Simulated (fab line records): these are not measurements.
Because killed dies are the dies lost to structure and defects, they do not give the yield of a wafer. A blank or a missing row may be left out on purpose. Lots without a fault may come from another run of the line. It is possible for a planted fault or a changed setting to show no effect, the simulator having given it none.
Which tool did it?    flow nand harc    42 wafers from 14 lots sampled at 6 of the route's 1159 steps

== WHAT THE GAUGES READ, wafer by wafer ==
NHARC_P_BONDPAD_CD_MEAS_13. Usual: 500.3 nm for cd nm, sd 2.8.
lot   measured      on         cd nm (nm)         flag
L862  day 5 23:31   cd sem-03  499.9 499.6 501.4  
L863  day 6 18:56   cd sem-03  503.9 504.6 502.9  
L864  day 7 09:30   cd sem-02  505.5 500.1 498.3  
L865  day 7 09:49   cd sem-03  499.5 497.5 501.7  
L868  day 7 17:59   cd sem-01  497.6 501.4 498.1  
L867  day 7 19:11   cd sem-02  500.0 501.9 498.9  
L870  day 8 04:25   cd sem-03  504.4 502.6 500.5  
L869  day 8 07:43   cd sem-01  495.6 503.0 501.8  
L873  day 8 22:10   cd sem-01  501.2 499.4 498.6  
L871  day 8 22:51   cd sem-01  501.1 500.9 496.7  
L875  day 9 10:13   cd sem-01  495.3 504.0 496.9  
L874  day 9 11:05   cd sem-03  499.0 503.1 495.2  
L880  day 10 23:26  cd sem-01  505.2 499.8 502.5  
L885  day 12 00:14  cd sem-01  498.6 495.3 500.6  

NHARC_A_ONON_D1_THK_MEAS_14: measures by ellipsometry. Usual: 999 nm for thk nm, sd 8.2.
lot   measured      on             thk nm (nm)              flag
L862  day 7 03:00   film metro-01  1009 1011 1010           
L863  day 7 23:25   film metro-01  1001 1005 1006           
L864  day 8 13:39   film metro-01  984 984 984              
L865  day 8 13:38   film metro-02  1012 1012 1012           
L868  day 9 00:01   film metro-01  1008 1006 1007           
L867  day 8 23:40   film metro-01  993 996 993              
L870  day 9 08:52   film metro-02  1006 1005 1005           
L869  day 9 17:37   film metro-01  994 994 993              
L873  day 10 04:47  film metro-01  1008 1009 1008           
L871  day 10 04:56  film metro-02  1000 1000 998            
L875  day 10 16:58  film metro-01  988 990 988              
L874  day 10 16:51  film metro-01  998 1000 999             
L880  day 12 01:40  film metro-01  675 677 677 675 675 675  OFF
L885  day 13 03:55  film metro-01  689 691 689 691 689 691  OFF

NHARC_END_SORT_01. Usual: killed at array 28, standard deviation 11; killed at other 0.5, standard deviation 0.87; killed at periphery 2.9, standard deviation 2.2; killed dies 32, standard deviation 11; killed open 3.2, standard deviation 1.9; killed short 1.8, standard deviation 1.4.
lot   measured      on         killed at array  killed at other  killed at periphery  killed dies  killed open  killed short  flag
L880  day 23 17:22  prober-01  671 674 673      1 0 2            5 3 2                677 677 677  4 0 0        2 2 1         OFF
L885  day 25 08:26  prober-01  675 674 673      0 0 1            2 3 3                677 677 677  2 0 4        1 4 2         OFF

== WHICH TOOL RAN EACH LOT (tool, then ch and the chambers of the sampled wafers, then the start) ==
lot   NHARC_A_ONON_D1_DEP_12            NHARC_A_CHANNEL_HOLE_D1_DEP_00  NHARC_A_CHANNEL_HOLE_D1_DEP_01
L862  pecvd onon-01 ch 0, day 7 02:29   acl dep-01 ch 0, day 7 12:58    pecvd-04 ch 0,1, day 7 14:52
L863  pecvd onon-04 ch 0, day 7 22:55   acl dep-03 ch 0, day 8 13:04    pecvd-03 ch 0,1,2, day 8 15:01
L864  pecvd onon-01 ch 0, day 8 13:12   acl dep-02 ch 0, day 9 01:06    pecvd-02 ch 0,1,2, day 9 02:43
L865  pecvd onon-04 ch 0, day 8 13:08   acl dep-01 ch 0, day 9 00:17    pecvd-02 ch 0,1,2, day 9 02:10
L868  pecvd onon-02 ch 0, day 8 23:31   acl dep-01 ch 0, day 9 13:41    pecvd-03 ch 0,1, day 9 15:37
L867  pecvd onon-01 ch 0, day 8 23:16   acl dep-01 ch 0, day 9 12:26    pecvd-02 ch 0,1,2, day 9 13:46
L870  pecvd onon-04 ch 0, day 9 08:25   acl dep-02 ch 0, day 9 20:33    pecvd-04 ch 1,2, day 9 22:11
L869  pecvd onon-01 ch 0, day 9 17:04   acl dep-02 ch 0, day 10 04:38   pecvd-03 ch 0,1,2, day 10 06:33
L873  pecvd onon-02 ch 0, day 10 04:20  acl dep-03 ch 0, day 10 21:09   pecvd-02 ch 0,1, day 10 22:47
L871  pecvd onon-01 ch 0, day 10 04:36  acl dep-02 ch 0, day 10 22:01   pecvd-03 ch 0,1,2, day 10 23:04
L875  pecvd onon-01 ch 0, day 10 16:27  acl dep-03 ch 0, day 11 04:24   pecvd-03 ch 0,1, day 11 06:20
L874  pecvd onon-02 ch 0, day 10 16:24  acl dep-01 ch 0, day 11 05:23   pecvd-02 ch 0,1, day 11 07:02
L880  pecvd onon-02 ch 0, day 12 01:20  -                               -
L885  pecvd onon-02 ch 0, day 13 03:24  -                               -
- NHARC_A_ONON_D1_DEP_12: target thk 1000 nm.
- NHARC_A_CHANNEL_HOLE_D1_DEP_00: deposits aC, target thk 3100 nm.
- NHARC_A_CHANNEL_HOLE_D1_DEP_01: deposits SiON, target thk 140 nm.

== WHAT THE TOOLS THEMSELVES READ (means of the sampled wafers that have a number; where no wafer has one, the mark that the record gives instead) ==
NHARC_A_CHANNEL_HOLE_D1_DEP_00. Usual: 35.001 % for throttle valve pct, sd 0.0093.
lot   tool        throttle valve pct (%)  flag
L862  acl dep-01  34.999                  
L863  acl dep-03  34.999                  
L864  acl dep-02  34.996                  
L865  acl dep-01  35.002                  
L868  acl dep-01  34.992                  
L867  acl dep-01  35.004                  
L870  acl dep-02  35.008                  
L869  acl dep-02  34.998                  
L873  acl dep-03  35.003                  
L871  acl dep-02  35.001                  
L875  acl dep-03  34.993                  
L874  acl dep-01  34.993                  

NHARC_A_CHANNEL_HOLE_D1_DEP_01. Usual: 730 W for heater power w, sd 78.
lot   tool      heater power w (W)  flag
L862  pecvd-04  745                 
L863  pecvd-03  797                 
L864  pecvd-02  671                 
L865  pecvd-02  747                 
L868  pecvd-03  836                 
L867  pecvd-02  707                 
L870  pecvd-04  629                 
L869  pecvd-03  749                 
L873  pecvd-02  654                 
L871  pecvd-03  738                 
L875  pecvd-03  815                 
L874  pecvd-02  652                 

== THE ANSWER, worked out from the rows above alone ==
Rule: lot off if the mean of its wafers having a number is beyond 3 standard deviations from the usual mean. A lot without any number at a reading at which 4 lots or more have one is off too. Where the step has rows for the other lots, those lots are counted as sound. First the gauges in route order, then the tools' own readings, where a lot's mean is used as printed above. The first step at which some lot is off is used, and at that step the reading that is off furthest; a lot without a number counts as furthest.
Off at NHARC_A_ONON_D1_THK_MEAS_14 (thk nm): L880, L885.
If a tool, at a process step before that reading, ran all the lots that are off and no sound lot after the first of them, it fits. Not tried: the gauges at NHARC_A_ONON_D1_THK_MEAS_14; whatever is off there is also off at NHARC_END_SORT_01, on other tools, and gauge error can't account for it. One fits: NHARC_A_ONON_D1_DEP_12 on pecvd onon-02. A fault onset in the window from L874 (day 10 16:24, its last sound lot) to L880 (day 12 01:20, its first lot off) fits.

== WHAT HAD BEEN PUT IN BY THE SIMULATOR ==
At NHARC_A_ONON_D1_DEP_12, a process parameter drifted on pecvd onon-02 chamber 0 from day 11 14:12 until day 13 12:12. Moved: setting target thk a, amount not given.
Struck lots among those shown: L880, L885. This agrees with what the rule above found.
